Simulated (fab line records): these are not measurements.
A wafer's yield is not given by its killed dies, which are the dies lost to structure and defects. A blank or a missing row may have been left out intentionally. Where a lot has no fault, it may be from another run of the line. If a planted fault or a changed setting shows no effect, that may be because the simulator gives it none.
Which tool was responsible?    flow nand harc    24 lots with 72 wafers sampled at 3 steps, on a route of 1159 steps

## WHAT THE GAUGES SHOWED, per wafer
NHARC_P_CONTACT_INSPECT_14. Usual: raw defect count at 3.5, with a standard deviation of 2.
lot   measured      on                 raw defect count  flag
L077  day 8 00:56   defect inspect-01  1 2 3             
L075  day 8 00:35   defect inspect-01  2 3 4             
L076  day 8 01:59   defect inspect-02  1 5 4             
L074  day 8 07:03   defect inspect-02  7 1 1             
L078  day 8 07:31   defect inspect-02  2 3 3             
L081  day 8 12:58   defect inspect-02  0 1 2             
L080  day 8 14:15   defect inspect-01  4 3 5             
L079  day 8 14:46   defect inspect-02  6 4 5             
L082  day 8 18:56   defect inspect-01  2 3 0             
L083  day 8 20:59   defect inspect-02  2 3 3             
L084  day 8 21:54   defect inspect-01  2 1 8             
L086  day 9 03:04   defect inspect-02  3 6 1             
L085  day 9 03:23   defect inspect-01  4 2 5             
L087  day 9 04:34   defect inspect-02  7 7 9             
L088  day 9 08:23   defect inspect-02  3 4 2             
L089  day 9 11:43   defect inspect-01  5 2 5             
L090  day 9 12:22   defect inspect-01  1 6 6             
L092  day 9 19:02   defect inspect-02  5 2 2             
L091  day 9 19:29   defect inspect-01  1 4 4             
L093  day 10 06:44  defect inspect-02  2 1 1             
L094  day 10 11:52  defect inspect-01  2 3 2             
L095  day 10 12:16  defect inspect-01  6 8 5             
L097  day 11 01:01  defect inspect-02  0 5 6             
L096  day 11 01:39  defect inspect-02  8 2 5             

NHARC_P_M0_OVL_MEAS_10: pitch 180 nm. Usual: overlay x nm -0.3 nm, standard deviation 0.86; overlay y nm 0.2 nm, standard deviation 0.72.
lot   measured      on          overlay x nm (nm)  overlay y nm (nm)  flag
L077  day 8 07:27   overlay-01  0.5 0.3 0.4        -0.2 -0.4 0.0      
L075  day 8 07:08   overlay-01  -1.7 -1.2 -1.4     1.3 0.6 0.9        
L076  day 8 08:02   overlay-01  0.4 -0.7 -0.5      -0.6 -0.6 -0.8     
L074  day 8 11:04   overlay-02  -0.5 -0.5 -0.9     -0.7 -0.7 -1.9     
L078  day 8 11:58   overlay-02  -0.6 -1.3 -1.0     -0.4 -0.2 -0.3     
L081  day 8 20:53   overlay-02  -1.2 -1.2 -1.2     0.8 0.2 0.3        
L080  day 8 22:15   overlay-01  -0.2 -0.8 -0.1     -0.4 -0.3 0.0      
L079  day 8 22:31   overlay-01  0.9 1.0 1.2        -1.0 -0.4 -0.8     
L082  day 9 03:06   overlay-01  -0.7 -1.0 -0.8     1.0 1.0 1.7        
L083  day 9 04:50   overlay-02  -1.6 -2.1 -2.2     0.4 0.5 0.9        
L084  day 9 07:14   overlay-02  0.0 -0.2 0.4       0.6 0.3 0.7        
L086  day 9 08:40   overlay-02  0.7 0.3 0.7        0.7 0.7 0.4        
L085  day 9 09:01   overlay-01  0.1 0.6 0.2        -0.2 0.5 0.0       
L087  day 9 09:56   overlay-02  0.3 0.2 0.3        0.1 0.3 0.2        
L088  day 9 18:21   overlay-01  0.5 0.4 0.4        0.2 -0.2 0.6       
L089  day 9 21:38   overlay-01  -1.3 -0.5 -0.8     0.3 0.4 0.7        
L090  day 9 22:09   overlay-02  -1.6 -1.7 -1.6     0.0 -0.3 0.1       
L092  day 10 01:31  overlay-01  -0.2 -0.5 -0.5     1.0 1.2 0.5        
L091  day 10 02:05  overlay-01  1.4 0.9 0.5        0.7 0.8 1.1        
L093  day 10 10:55  overlay-02  0.6 0.1 0.5        0.2 -0.3 0.6       
L094  day 10 16:01  overlay-01  0.0 0.8 0.3        1.4 1.3 0.4        
L095  day 10 16:24  overlay-02  -0.7 -0.6 -1.1     -0.8 -0.5 -0.5     
L097  day 11 07:04  overlay-01  -0.1 0.0 -0.2      -0.5 -0.1 0.0      
L096  day 11 07:45  overlay-02  -0.8 -1.0 -0.5     1.1 1.3 1.7        

## TOOL THAT RAN EACH LOT (tool first, then ch and the chambers of the sampled wafers, then the start)
lot   NHARC_P_GATE_STRIP_95
L077  plasma asher-01 ch 0,1, day 7 20:50
L075  plasma asher-02 ch 0,1, day 7 21:04
L076  plasma asher-01 ch 0,1, day 7 22:20
L074  plasma asher-01 ch 0,1, day 8 03:13
L078  plasma asher-02 ch 0,1, day 8 03:32
L081  plasma asher-02 ch 1, day 8 09:16
L080  plasma asher-01 ch 0,1, day 8 10:42
L079  plasma asher-02 ch 0,1, day 8 11:15
L082  plasma asher-02 ch 0,1, day 8 15:22
L083  plasma asher-01 ch 1, day 8 17:14
L084  plasma asher-01 ch 1, day 8 18:02
L086  plasma asher-01 ch 0,1, day 8 22:35
L085  plasma asher-01 ch 0,1, day 8 23:47
L087  plasma asher-01 ch 0,1, day 9 00:43
L088  plasma asher-01 ch 0,1, day 9 04:29
L089  plasma asher-02 ch 0,1, day 9 07:53
L090  plasma asher-01 ch 0,1, day 9 08:32
L092  plasma asher-01 ch 0,1, day 9 15:16
L091  plasma asher-02 ch 0,1, day 9 15:42
L093  plasma asher-01 ch 0,1, day 10 02:46
L094  plasma asher-02 ch 0, day 10 08:15
L095  plasma asher-01 ch 0,1, day 10 08:23
L097  plasma asher-01 ch 0,1, day 10 21:28
L096  plasma asher-02 ch 0,1, day 10 22:02
- NHARC_P_GATE_STRIP_95: strips in O2.

## WHAT THE TOOLS THEMSELVES READ (means of the sampled wafers that have a number; where no wafer has one, the mark that the record gives instead)
NHARC_P_GATE_STRIP_95. Usual: drypump motor current A 5.6 A, standard deviation 0.3; heater power w 321 W, standard deviation 27.
lot   tool             drypump motor current A (A)  heater power w (W)  flag
L077  plasma asher-01  5.4                          318                 
L075  plasma asher-02  6.0                          332                 
L076  plasma asher-01  5.5                          302                 
L074  plasma asher-01  5.5                          304                 
L078  plasma asher-02  6.0                          332                 
L081  plasma asher-02  6.2                          317                 
L080  plasma asher-01  5.5                          303                 
L079  plasma asher-02  5.9                          357                 
L082  plasma asher-02  6.0                          336                 
L083  plasma asher-01  5.6                          287                 
L084  plasma asher-01  5.6                          289                 
L086  plasma asher-01  5.5                          303                 
L085  plasma asher-01  5.5                          305                 
L087  plasma asher-01  5.4                          316                 
L088  plasma asher-01  5.5                          300                 
L089  plasma asher-02  5.9                          343                 
L090  plasma asher-01  5.5                          299                 
L092  plasma asher-01  5.4                          314                 
L091  plasma asher-02  6.0                          323                 
L093  plasma asher-01  5.5                          302                 
L094  plasma asher-02  5.8                          356                 
L095  plasma asher-01  5.4                          315                 
L097  plasma asher-01  5.4                          324                 
L096  plasma asher-02  5.9                          342                 

## THE ANSWER, worked out from the rows above alone
Rule: a lot is off if the mean of its wafers that have a number lies more than 3 standard deviations from the usual mean. Also off: a lot with no number at a reading for which 4 or more lots have one. Where the step has rows for the other lots, those lots are counted as sound. After the gauges, taken in route order, come the tools' own readings; for these a lot's mean is taken, as printed above. At the first step where some lot is off, the reading lying furthest off is the one used; lots without a number count as furthest.
Nothing can be told from this: no lot is off at any reading shown.

## WHAT WAS PUT IN BY THE SIMULATOR
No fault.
